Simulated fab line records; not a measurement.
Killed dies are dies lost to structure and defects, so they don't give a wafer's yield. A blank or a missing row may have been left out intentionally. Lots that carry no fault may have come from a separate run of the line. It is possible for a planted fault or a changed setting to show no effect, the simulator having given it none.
fab line records	flow n5_finfet
[record] lots = 24	wafers = 72	last_day = 17
route steps=1938 shown BEOL_M6@1258 BEOL_M7@1263
lots with no fault: from the same line, run without faults
start_h: hours from the record's opening day to when the first of the lot's shown wafers began	wait_h: hours from the lot's prior step to this one	" repeats the value in the row above	L1.1+2: several wafers, shown together as one row	- no value, or no start given	* or withheld: withheld	< > ~ a bound
route shown NAME@n: a module of which the file shows steps, and the number in the route of the first	usual: the fault-free wafers' mean and standard deviation	same: alike in all rows	chamber/n: place in a boat	sites: each site's reading	_std_site: the standard deviation of these	_edge_site: mean of outer sites minus mean of inner sites	radius_mm: how far each site lies from the wafer's centre	mask NAME#n: copy n	behind: the most recent tool/chamber to have shaped the wafer	hold: reason for holding the lot/hours on hold/outcome of the hold	device: whichever transistor did not switch (one of n, p or np)	end of line: the tests these same wafers got at the end of their route	step lacking rows: just its recipe	killed: the dies lost at the first sort to structure and to defects; this is not the yield of the wafer	map: per-die view of a wafer (x killed, . not killed, _ where there is no die)
set.NAME: the setting as run; set.NAME@STEP: as run at that earlier step	model.NAME: the simulator's own value behind a step, which no gauge read
one table for each step of the route and one row for each wafer, over a sample of lots
services: from which hour (start_h, from the record's first day; less than 0 if before it) a tool's chamber was out of use, for how many hours, and why
[[steps]]
[step N5_BEOL_M6_THK_MEAS_53]
[recipe] thk_meas_gauge = xrf	reads = Cu_of_BEOL_M6_ECD_50
[usual] M6_THK = 78.5/1.7
lot.wafer	tool	chamber	start_h	wait_h	M6_THK[nm]
L075.3	film_metro-02	-	203.08	-	78.4
L075.4	"	-	"	"	79.9
L075.5	"	-	"	"	76.5
L074.3	film_metro-01	-	203.35	-	78.4
L074.5	"	-	"	"	77.2
L074.6	"	-	"	"	79.4
L076.2	film_metro-02	-	206.02	-	79.2
L076.4	"	-	"	"	77.5
L076.5	"	-	"	"	79.0
L077.1	film_metro-01	-	212.47	-	76.0
L077.3	"	-	"	"	77.0
L077.5	"	-	"	"	77.1
L078.4	film_metro-01	-	212.92	-	76.8
L078.5	"	-	"	"	79.3
L078.6	"	-	"	"	77.7
L079.2	film_metro-02	-	214.54	-	78.2
L079.3	"	-	"	"	78.6
L079.6	"	-	"	"	76.9
L080.2	film_metro-02	-	230.71	-	83.7
L080.3	"	-	"	"	81.9
L080.5	"	-	"	"	79.4
L081.1	film_metro-02	-	234.75	-	79.9
L081.3	"	-	"	"	80.6
L081.6	"	-	"	"	78.9
L082.1	film_metro-02	-	247.49	-	77.7
L082.4	"	-	"	"	78.4
L082.6	"	-	"	"	77.1
L083.1	film_metro-02	-	254.65	-	78.6
L083.3	"	-	"	"	82.7
L083.4	"	-	"	"	80.0
L084.2	film_metro-02	-	259.20	-	78.8
L084.5	"	-	"	"	79.2
L084.6	"	-	"	"	77.4
L085.3	film_metro-01	-	263.16	-	78.8
L085.4	"	-	"	"	80.7
L085.6	"	-	"	"	79.1
L087.2	film_metro-02	-	273.90	-	77.2
L087.3	"	-	"	"	77.4
L087.6	"	-	"	"	77.2
L088.4	film_metro-02	-	274.51	-	79.2
L088.5	"	-	"	"	78.6
L088.6	"	-	"	"	80.3
L086.2	film_metro-01	-	276.78	-	77.0
L086.4	"	-	"	"	77.2
L086.5	"	-	"	"	78.3
L089.1	film_metro-01	-	277.16	-	80.3
L089.3	"	-	"	"	81.3
L089.4	"	-	"	"	80.4
L090.1	film_metro-01	-	288.37	-	79.5
L090.2	"	-	"	"	79.7
L090.6	"	-	"	"	78.5
L092.2	film_metro-01	-	300.72	-	77.7
L092.3	"	-	"	"	78.3
L092.6	"	-	"	"	76.6
L091.1	film_metro-02	-	303.06	-	77.0
L091.2	"	-	"	"	77.9
L091.3	"	-	"	"	76.6
L093.1	film_metro-02	-	305.42	-	79.0
L093.2	"	-	"	"	80.7
L093.6	"	-	"	"	78.8
L094.1	film_metro-02	-	314.39	-	77.6
L094.2	"	-	"	"	79.2
L094.6	"	-	"	"	77.6
L095.2	film_metro-02	-	314.89	-	76.8
L095.3	"	-	"	"	76.7
L095.5	"	-	"	"	76.6
L096.2	film_metro-01	-	322.65	-	75.9
L096.5	"	-	"	"	77.6
L096.6	"	-	"	"	76.9
L097.4	film_metro-01	-	327.23	-	79.1
L097.5	"	-	"	"	76.9
L097.6	"	-	"	"	79.6
[step N5_BEOL_M7_ILD_DEP_00]
[recipe] material = SiCOH_lowk	target_thk_a = 1797.5	temp_c = 300	precursor = DEMS/porogen	pressure_torr = 5	rf_w = 500	time_s = 33.4
[usual] heater_power_outer_w = 159/27	heater_power_w = 330/40	showerhead_plenum_p_Torr = 5.736/0.028	throttle_valve_pct = 13.8/0.71
lot.wafer	tool	chamber	start_h	wait_h	heater_power_outer_w	heater_power_w	showerhead_plenum_p_Torr	throttle_valve_pct
L075.3	pecvd-01	1	203.27	0.0	152	310	5.766	14.6
L075.4	"	0	"	"	150	320	5.688	14.1
L075.5	"	2	"	"	146	318	5.696	13.1
L074.3	pecvd-01	0	203.54	0.0	158	329	5.706	13.9
L074.5	"	2	"	"	114	277	5.692	13.0
L074.6	"	0	"	"	163	325	5.707	14.2
L076.2	pecvd-01	0	206.21	0.0	149	314	5.713	14.2
L076.4	"	1	"	"	207	395	5.765	14.6
L076.5	"	2	"	"	117	273	5.706	13.2
L077.1	pecvd-01	2	212.67	0.0	169	344	5.694	13.0
L077.3	"	1	"	"	205	397	5.758	14.4
L077.5	"	2	"	"	170	345	5.709	13.0
L078.4	pecvd-03	0	213.13	0.1	147	355	5.764	14.3
L078.5	"	1	"	"	134	277	5.732	12.9
L078.6	"	2	"	"	140	313	5.739	12.8
L079.2	pecvd-01	1	214.77	0.1	214	387	5.768	14.5
L079.3	"	2	"	"	127	292	5.686	12.9
L079.6	"	0	"	"	158	327	5.717	14.1
L080.2	pecvd-03	2	230.90	0.0	163	342	5.729	13.1
L080.3	"	0	"	"	159	377	5.763	14.5
L080.5	"	1	"	"	114	253	5.728	13.0
L081.1	pecvd-04	1	234.98	0.0	156	339	5.743	15.2
L081.3	"	2	"	"	130	305	5.752	13.1
L081.6	"	1	"	"	165	336	5.739	14.8
L082.1	pecvd-03	1	247.68	0.0	152	313	5.734	13.2
L082.4	"	1	"	"	152	301	5.717	12.9
L082.6	"	2	"	"	131	294	5.756	13.3
L083.1	pecvd-01	0	254.84	0.0	124	271	5.701	14.1
L083.3	"	2	"	"	162	341	5.704	13.2
L083.4	"	2	"	"	169	335	5.698	13.1
L084.2	pecvd-03	0	259.39	0.0	154	366	5.756	14.6
L084.5	"	1	"	"	145	294	5.726	12.8
L084.6	"	2	"	"	120	278	5.742	13.3
L085.3	pecvd-03	1	263.38	0.0	119	251	5.729	13.2
L085.4	"	0	"	"	148	357	5.764	14.2
L085.6	"	1	"	"	121	262	5.720	13.1
L087.2	pecvd-01	2	274.10	0.0	120	279	5.712	13.2
L087.3	"	0	"	"	144	301	5.700	14.5
L087.6	"	0	"	"	145	315	5.697	14.4
L088.4	pecvd-01	2	274.72	0.1	164	339	5.701	13.2
L088.5	"	1	"	"	179	350	5.785	14.7
L088.6	"	0	"	"	120	274	5.709	14.1
L086.2	pecvd-01	2	276.97	0.0	132	293	5.699	13.4
L086.4	"	2	"	"	132	295	5.689	13.1
L086.5	"	2	"	"	137	307	5.703	13.0
L089.1	pecvd-01	2	277.35	0.0	129	294	5.709	13.0
L089.3	"	1	"	"	202	388	5.785	14.6
L089.4	"	2	"	"	134	305	5.711	13.1
L090.1	pecvd-04	2	288.56	0.0	183	373	5.772	12.7
L090.2	"	1	"	"	189	389	5.746	14.9
L090.6	"	1	"	"	200	388	5.736	14.9
L092.2	pecvd-03	2	300.91	0.0	165	336	5.733	13.3
L092.3	"	1	"	"	137	287	5.718	13.2
L092.6	"	1	"	"	141	291	5.724	13.1
L091.1	pecvd-04	1	303.25	0.0	191	383	5.731	14.8
L091.2	"	2	"	"	166	343	5.749	13.0
L091.3	"	0	"	"	156	296	5.753	13.7
L093.1	pecvd-04	0	305.62	0.0	156	296	5.756	13.5
L093.2	"	2	"	"	172	344	5.773	13.4
L093.6	"	1	"	"	196	396	5.750	14.7
L094.1	pecvd-01	1	314.58	0.0	196	376	5.761	14.4
L094.2	"	0	"	"	166	333	5.698	14.1
L094.6	"	2	"	"	161	337	5.717	13.3
L095.2	pecvd-01	1	315.09	0.0	204	376	5.757	14.7
L095.3	"	2	"	"	135	306	5.700	13.4
L095.5	"	0	"	"	154	327	5.699	14.3
L096.2	pecvd-03	1	322.85	0.0	143	292	5.710	13.1
L096.5	"	2	"	"	170	349	5.739	13.2
L096.6	"	1	"	"	148	290	5.723	12.9
L097.4	pecvd-04	2	327.45	0.1	137	309	5.751	13.2
L097.5	"	1	"	"	211	400	5.753	15.0
L097.6	"	2	"	"	143	308	5.760	12.8
[step N5_BEOL_M7_CURE_74]
[recipe] temp_c = 385	time_s = 240	ambient = He/Ar	material = SiCOH_lowk
[usual] lamp_power_pct = 52.32/0.054	wafer_temp_C_max = 387.0/0.71
lot.wafer	tool	chamber	start_h	wait_h	lamp_power_pct	wafer_temp_C_max
L075.3	uv_cure-02	2	203.49	0.2	52.28	387.9
L075.4	"	2	"	"	52.27	387.3
L075.5	"	2	"	"	52.31	387.3
L074.3	uv_cure-02	1	203.97	0.4	52.30	386.0
L074.5	"	1	"	"	52.24	386.1
L074.6	"	1	"	"	52.34	385.9
L076.2	uv_cure-01	0	206.44	0.2	52.32	385.6
L076.4	"	0	"	"	52.21	385.8
L076.5	"	0	"	"	52.31	385.9
L077.1	uv_cure-01	1	212.73	0.0	52.44	387.2
L077.3	"	1	"	"	52.43	386.6
L077.5	"	1	"	"	52.28	386.9
L078.4	uv_cure-03	2	213.77	0.6	52.34	386.3
L078.5	"	2	"	"	52.27	386.6
L078.6	"	2	"	"	52.23	386.8
L079.2	uv_cure-01	1	215.77	1.0	52.29	386.5
L079.3	"	1	"	"	52.29	387.1
L079.6	"	1	"	"	52.40	386.8
L080.2	uv_cure-02	0	231.04	0.1	52.36	387.2
L080.3	"	0	"	"	52.27	387.8
L080.5	"	0	"	"	52.27	388.2
L081.1	uv_cure-03	2	235.04	0.0	52.26	386.6
L081.3	"	2	"	"	52.29	386.7
L081.6	"	2	"	"	52.40	386.6
L082.1	uv_cure-02	0	247.75	0.0	52.33	387.5
L082.4	"	0	"	"	52.28	387.8
L082.6	"	0	"	"	52.34	388.5
L083.1	uv_cure-03	0	254.91	0.0	52.25	386.5
L083.3	"	0	"	"	52.36	386.4
L083.4	"	0	"	"	52.36	387.3
L084.2	uv_cure-01	1	259.53	0.1	52.35	387.0
L084.5	"	1	"	"	52.29	387.2
L084.6	"	1	"	"	52.33	386.8
L085.3	uv_cure-02	1	263.61	0.2	52.24	385.5
L085.4	"	1	"	"	52.35	385.8
L085.6	"	1	"	"	52.34	385.9
L087.2	uv_cure-03	1	274.25	0.1	52.27	386.2
L087.3	"	1	"	"	52.26	386.3
L087.6	"	1	"	"	52.28	387.2
L088.4	uv_cure-03	1	275.00	0.3	52.34	386.9
L088.5	"	1	"	"	52.28	386.2
L088.6	"	1	"	"	52.32	386.5
L086.2	uv_cure-01	2	277.37	0.4	52.27	387.7
L086.4	"	2	"	"	52.33	387.7
L086.5	"	2	"	"	52.43	388.0
L089.1	uv_cure-02	0	277.44	0.1	52.31	387.0
L089.3	"	0	"	"	52.38	386.8
L089.4	"	0	"	"	52.25	386.8
L090.1	uv_cure-03	0	288.63	0.0	52.28	387.7
L090.2	"	0	"	"	52.27	387.3
L090.6	"	0	"	"	52.35	387.1
L092.2	uv_cure-02	0	301.29	0.4	52.38	387.5
L092.3	"	0	"	"	52.31	387.2
L092.6	"	0	"	"	52.37	386.9
L091.1	uv_cure-02	2	303.32	0.0	52.26	386.7
L091.2	"	2	"	"	52.23	386.7
L091.3	"	2	"	"	52.38	387.1
L093.1	uv_cure-03	2	305.68	0.0	52.39	386.8
L093.2	"	2	"	"	52.26	386.3
L093.6	"	2	"	"	52.20	386.6
L094.1	uv_cure-02	2	314.64	0.0	52.33	387.3
L094.2	"	2	"	"	52.41	387.7
L094.6	"	2	316.24	1.6	52.32	387.1
L095.2	uv_cure-03	0	315.23	0.1	52.32	386.8
L095.3	"	0	"	"	52.29	387.4
L095.5	"	0	"	"	52.22	386.9
L096.2	uv_cure-01	2	323.07	0.2	52.26	388.8
L096.5	"	2	"	"	52.30	389.0
L096.6	"	2	"	"	52.32	388.8
L097.4	uv_cure-01	1	327.75	0.3	52.34	386.7
L097.5	"	1	"	"	52.33	387.1
L097.6	"	1	"	"	52.38	386.9
[step N5_BEOL_M7_OVL_MEAS_12]
[recipe] points_per_wafer = 44
[usual] M7_OVL = -0.3/0.81
lot.wafer	tool	chamber	start_h	wait_h	M7_OVL[nm]
L075.3	overlay-01	0	204.48	0.0	1.1
L075.4	"	0	"	"	0.6
L075.5	"	0	"	"	0.5
L074.3	overlay-02	0	206.28	0.0	0.1
L074.5	"	0	"	"	-0.1
L074.6	"	0	"	"	0.0
L076.2	overlay-01	0	209.50	0.0	0.0
L076.4	"	0	"	"	-0.2
L076.5	"	0	"	"	-0.5
L077.1	overlay-01	0	214.42	0.0	-0.3
L077.3	"	0	"	"	0.4
L077.5	"	0	"	"	-1.4
L078.4	overlay-02	0	216.04	0.0	-0.7
L078.5	"	0	"	"	-0.2
L078.6	"	0	"	"	-0.1
L079.2	overlay-02	0	219.72	0.0	0.9
L079.3	"	0	"	"	1.4
L079.6	"	0	"	"	1.0
L080.2	overlay-01	0	232.12	0.0	-2.0
L080.3	"	0	"	"	-1.9
L080.5	"	0	"	"	-0.9
L081.1	overlay-02	0	238.23	0.0	-0.4
L081.3	"	0	"	"	-0.3
L081.6	"	0	"	"	-1.1
L082.1	overlay-01	0	252.14	0.0	0.1
L082.4	"	0	"	"	0.4
L082.6	"	0	"	"	-1.0
L083.1	overlay-02	0	256.05	0.0	-1.3
L083.3	"	0	"	"	-2.9
L083.4	"	0	"	"	-1.3
L084.2	overlay-01	0	262.47	0.0	-1.2
L084.5	"	0	"	"	-0.6
L084.6	"	0	"	"	-0.8
L085.3	overlay-01	0	268.65	0.0	-1.0
L085.4	"	0	"	"	-1.0
L085.6	"	0	"	"	-0.4
L087.2	overlay-02	0	275.70	0.0	-0.4
L087.3	"	0	"	"	-0.6
L087.6	"	0	"	"	-1.1
L088.4	overlay-01	0	276.07	0.0	-0.2
L088.5	"	0	"	"	0.7
L088.6	"	0	"	"	-1.4
L089.1	overlay-02	0	279.77	0.0	-0.2
L089.3	"	0	"	"	-1.0
L089.4	"	0	"	"	-0.1
L086.2	overlay-02	0	279.94	0.0	-1.1
L086.4	"	0	"	"	-1.0
L086.5	"	0	"	"	-1.4
L090.1	overlay-01	0	290.47	0.0	0.4
L090.2	"	0	"	"	0.0
L090.6	"	0	"	"	-0.6
L092.2	overlay-01	0	304.30	0.0	-0.7
L092.3	"	0	"	"	-0.6
L092.6	"	0	"	"	-0.3
L091.1	overlay-02	0	307.24	0.0	0.5
L091.2	"	0	"	"	-0.1
L091.3	"	0	"	"	-0.8
L093.1	overlay-01	0	307.73	0.0	-0.3
L093.2	"	0	"	"	0.2
L093.6	"	0	"	"	-0.5
L095.2	overlay-02	0	316.82	0.0	0.3
L095.3	"	0	"	"	1.2
L095.5	"	0	"	"	0.2
L094.1	overlay-02	0	317.93	0.0	0.5
L094.2	"	0	"	"	-1.2
L094.6	"	0	"	"	-0.2
L096.2	overlay-01	0	326.39	0.0	-0.6
L096.5	"	0	"	"	1.2
L096.6	"	0	"	"	-0.5
L097.4	overlay-01	0	328.85	0.0	-0.2
L097.5	"	0	"	"	-0.1
L097.6	"	0	"	"	0.1
[step N5_BEOL_M7_TRENCH_ETCH_37]
[recipe] chemistry = C4F6/O2	target_depth_a = 934.78	target = SiCOH_lowk	time_s = 31.2	ion_energy_ev = 250	pressure_mtorr = 30	source_w = 345	bias_w = 185	Ar_flow_sccm = 300	C4F6_flow_sccm = 10	O2_flow_sccm = 10
[usual] drypump_motor_current_A = 5.80/0.28	mfc_ar_sccm = 299.9/0.85	oes_product_au = 0.77/0.091	rf_vpp_V = 667/5.4	showerhead_plenum_p_Torr = 2.83/0.074	throttle_valve_pct = 21.02/0.24
lot.wafer	tool	chamber	start_h	wait_h	drypump_motor_current_A	mfc_ar_sccm	oes_product_au	rf_hours_counter_h	rf_vpp_V	showerhead_plenum_p_Torr	throttle_valve_pct
L075.3	rie_diel-06	0	-	-	5.86	300.0	0.67	239	670	2.91	21.28
L075.4	"	1	"	"	5.96	299.0	0.70	248	679	2.91	20.96
L075.5	"	1	"	"	5.98	300.3	0.70	-	678	2.91	20.94
L074.3	rie_diel-06	0	-	-	5.84	298.3	0.68	241	669	2.91	21.30
L074.5	"	3	"	"	6.12	298.9	0.80	-	673	2.76	21.05
L074.6	"	2	"	"	5.78	299.2	0.73	-	673	2.95	21.09
L076.2	rie_diel-02	2	-	-	5.33	299.8	0.77	152	660	2.74	20.76
L076.4	"	0	"	"	6.10	300.1	0.75	168	666	2.84	21.19
L076.5	"	0	"	"	6.09	300.2	0.75	-	668	2.84	21.19
L077.1	rie_diel-04	3	-	-	5.48	299.6	0.72	222	658	2.82	21.17
L077.3	"	2	"	"	5.80	301.0	0.88	39	671	2.78	20.26
L077.5	"	3	"	"	5.49	300.0	0.73	-	661	2.82	21.19
L078.4	rie_diel-06	0	-	-	5.84	299.1	0.69	243	669	2.91	21.28
L078.5	"	0	"	"	5.83	297.9	0.68	-	669	2.91	21.29
L078.6	"	1	"	"	5.97	299.5	0.70	-	680	2.91	20.95
L079.2	rie_diel-02	2	-	-	5.32	299.9	0.77	155	662	2.74	20.74
L079.3	"	1	"	"	5.90	301.6	0.70	222	668	2.81	21.27
L079.6	"	2	"	"	5.32	299.1	0.75	-	661	2.74	20.74
L080.2	rie_diel-02	1	-	-	5.91	299.2	0.70	225	668	2.81	21.27
L080.3	"	0	"	"	6.09	299.1	0.74	175	667	2.84	21.19
L080.5	"	0	"	"	6.08	300.5	0.73	-	667	2.84	21.21
L081.1	rie_diel-02	2	-	-	5.31	299.4	0.76	162	661	2.73	20.76
L081.3	"	0	"	"	6.11	298.8	0.74	178	666	2.84	21.20
L081.6	"	0	"	"	6.09	300.2	0.74	-	668	2.84	21.21
L082.1	rie_diel-02	2	-	-	5.30	300.4	0.76	166	661	2.73	20.77
L082.4	"	1	"	"	5.89	299.3	0.69	232	669	2.81	21.29
L082.6	"	3	"	"	5.59	299.1	0.99	-	660	2.91	20.73
L083.1	rie_diel-02	1	-	-	5.92	300.6	0.69	234	670	2.81	21.30
L083.3	"	3	"	"	5.62	300.5	0.98	4	659	2.91	20.74
L083.4	"	2	"	"	5.30	302.4	0.76	167	661	2.73	20.77
L084.2	rie_diel-02	3	-	-	5.60	300.1	0.97	7	661	2.91	20.74
L084.5	"	2	"	"	5.30	300.0	0.75	-	661	2.73	20.77
L084.6	"	1	"	"	5.91	300.7	0.69	-	668	2.80	21.27
L085.3	rie_diel-02	2	-	-	5.33	299.8	0.75	171	660	2.73	20.78
L085.4	"	0	"	"	6.10	300.6	0.73	187	667	2.84	21.24
L085.6	"	3	"	"	5.57	299.7	0.97	-	661	2.90	20.73
L087.2	rie_diel-02	2	-	-	5.29	300.3	0.75	176	660	2.73	20.77
L087.3	"	0	"	"	6.09	300.6	0.74	191	667	2.84	21.24
L087.6	"	1	"	"	5.90	299.4	0.69	-	668	2.80	21.31
L088.4	rie_diel-02	1	-	-	5.90	301.3	0.69	243	669	2.80	21.32
L088.5	"	0	"	"	6.08	299.1	0.73	-	668	2.83	21.23
L088.6	"	3	"	"	5.60	298.9	0.96	-	661	2.90	20.76
L089.1	rie_diel-02	2	-	-	5.32	300.0	0.74	177	662	2.73	20.79
L089.3	"	0	"	"	6.08	300.0	0.72	193	667	2.83	21.24
L089.4	"	1	"	"	5.91	300.3	0.68	245	668	2.80	21.30
L086.2	rie_diel-06	2	-	-	5.77	300.0	0.71	217	672	2.93	21.14
L086.4	"	3	"	"	6.17	298.2	0.77	118	672	2.75	21.10
L086.5	"	2	"	"	5.79	298.9	0.71	-	673	2.93	21.12
L090.1	rie_diel-02	2	-	-	5.34	299.8	0.73	182	661	2.72	20.78
L090.2	"	0	"	"	6.10	300.0	0.72	198	667	2.83	21.25
L090.6	"	0	"	"	6.08	299.0	0.72	-	666	2.83	21.23
L092.2	rie_diel-06	0	-	-	5.87	301.3	0.90	20	669	2.90	20.95
L092.3	"	3	"	"	6.17	300.2	0.76	126	671	2.74	21.11
L092.6	"	3	"	"	6.14	298.6	0.76	-	672	2.74	21.11
L091.1	rie_diel-06	2	-	-	5.76	299.7	0.70	226	673	2.93	21.16
L091.2	"	3	"	"	6.12	298.6	0.75	127	672	2.74	21.11
L091.3	"	0	"	"	5.86	299.9	0.89	20	669	2.90	20.96
L093.1	rie_diel-06	1	-	-	5.96	301.1	0.91	26	677	2.90	20.59
L093.2	"	0	"	"	5.86	298.2	0.91	21	670	2.90	20.95
L093.6	"	1	"	"	5.95	300.0	0.91	-	678	2.90	20.60
L095.2	rie_diel-02	3	-	-	5.59	299.6	0.93	23	660	2.90	20.76
L095.3	"	0	"	"	6.09	299.2	0.72	210	666	2.83	21.25
L095.5	"	2	"	"	5.29	300.1	0.73	-	659	2.72	20.82
L094.1	rie_diel-02	3	-	-	5.59	299.6	0.93	23	659	2.90	20.77
L094.2	"	0	"	"	6.09	299.8	0.72	210	667	2.83	21.27
L094.6	"	2	"	"	5.31	300.0	0.73	-	660	2.72	20.81
L096.2	rie_diel-02	1	-	-	5.91	299.3	0.97	2	668	2.80	20.93
L096.5	"	2	"	"	5.29	298.6	0.72	-	659	2.72	20.81
L096.6	"	1	"	"	5.91	299.0	0.96	-	668	2.80	20.92
L097.4	rie_diel-06	2	-	-	5.78	299.4	0.70	233	673	2.93	21.14
L097.5	"	2	"	"	5.78	300.6	0.70	-	673	2.93	21.15
L097.6	"	3	"	"	6.17	299.7	0.75	-	670	2.74	21.11
[step N5_BEOL_M7_OCD_MEAS_38]
[usual] trench_depth_nm = 93.1/1.5
lot.wafer	tool	chamber	start_h	wait_h	trench_depth_nm
L075.3	ocd-01	-	205.99	-	92.0
L075.4	"	-	"	"	92.1
L075.5	"	-	"	"	91.3
L074.3	ocd-01	-	209.50	-	92.0
L074.5	"	-	"	"	93.4
L074.6	"	-	"	"	94.0
L076.2	ocd-02	-	211.48	-	94.6
L076.4	"	-	"	"	92.3
L076.5	"	-	"	"	92.4
L077.1	ocd-01	-	215.92	-	93.5
L077.3	"	-	"	"	95.4
L077.5	"	-	"	"	95.0
L078.4	ocd-02	-	219.13	-	93.9
L078.5	"	-	"	"	93.3
L078.6	"	-	"	"	92.7
L079.2	ocd-02	-	221.39	-	93.5
L079.3	"	-	"	"	92.3
L079.6	"	-	"	"	92.0
L080.2	ocd-01	-	233.72	-	92.8
L080.3	"	-	"	"	90.8
L080.5	"	-	"	"	91.4
L081.1	ocd-02	-	241.93	-	92.3
L081.3	"	-	"	"	92.0
L081.6	"	-	"	"	91.5
L082.1	ocd-02	-	254.74	-	93.5
L082.4	"	-	"	"	92.9
L082.6	"	-	"	"	94.7
L083.1	ocd-01	-	258.69	-	91.9
L083.3	"	-	"	"	94.4
L083.4	"	-	"	"	93.1
L084.2	ocd-01	-	268.15	-	94.7
L084.5	"	-	"	"	92.7
L084.6	"	-	"	"	92.5
L085.3	ocd-01	-	271.75	-	92.4
L085.4	"	-	"	"	91.0
L085.6	"	-	"	"	95.1
L087.2	ocd-02	-	280.93	-	92.5
L087.3	"	-	"	"	92.3
L087.6	"	-	"	"	93.0
L088.4	ocd-01	-	281.40	-	92.9
L088.5	"	-	"	"	91.1
L088.6	"	-	"	"	95.6
L089.1	ocd-02	-	284.80	-	93.3
L089.3	"	-	"	"	90.8
L089.4	"	-	"	"	93.3
L086.2	ocd-01	-	285.46	-	93.5
L086.4	"	-	"	"	92.6
L086.5	"	-	"	"	93.0
L090.1	ocd-01	-	292.67	-	92.2
L090.2	"	-	"	"	89.4
L090.6	"	-	"	"	89.4
L092.2	ocd-02	-	306.87	-	93.7
L092.3	"	-	"	"	92.1
L092.6	"	-	"	"	91.8
L091.1	ocd-02	-	308.95	-	93.4
L091.2	"	-	"	"	90.5
L091.3	"	-	"	"	93.6
L093.1	ocd-01	-	310.57	-	97.0
L093.2	"	-	"	"	94.4
L093.6	"	-	"	"	96.1
L095.2	ocd-02	-	318.38	-	94.9
L095.3	"	-	"	"	90.7
L095.5	"	-	"	"	92.3
L094.1	ocd-02	-	319.78	-	94.7
L094.2	"	-	"	"	92.4
L094.6	"	-	"	"	93.8
L096.2	ocd-02	-	327.93	-	96.6
L096.5	"	-	"	"	92.1
L096.6	"	-	"	"	95.6
L097.4	ocd-02	-	332.46	-	93.8
L097.5	"	-	"	"	93.7
L097.6	"	-	"	"	92.4
[[services]]
tool	chamber	start_h	hours	kind
uv_cure-03	-	206.51	2.9	repair
uv_cure-02	-	212.54	11.7	repair
rie_diel-02	3	220.00	-	clean
rie_diel-02	3	220.00	-	consumable_replace:focus_ring
rie_diel-02	3	220.00	18.5	scheduled_down
rie_diel-02	3	220.00	18.5	vent_cycle
uv_cure-03	-	223.53	5.0	pm
pecvd-03	1	232.91	4.1	repair
rie_diel-02	3	240.04	7.0	repair
rie_diel-04	3	256.08	4.6	repair
rie_diel-04	-	270.47	28.1	pm
pecvd-01	0	275.00	5.5	scheduled_down
rie_diel-02	3	286.50	12.4	repair
pecvd-03	-	292.21	0.6	repair
rie_diel-02	1	298.96	-	clean
rie_diel-02	1	298.96	-	consumable_replace:focus_ring
rie_diel-02	1	298.96	24.0	scheduled_down
rie_diel-02	1	298.96	24.0	vent_cycle
rie_diel-04	2	300.05	8.2	repair
pecvd-04	0	306.89	23.2	repair
rie_diel-06	2	315.03	5.0	repair
pecvd-04	-	319.62	0.5	repair
uv_cure-02	-	322.44	2.1	pm
uv_cure-01	-	328.79	3.4	pm
[[key]]
fault none
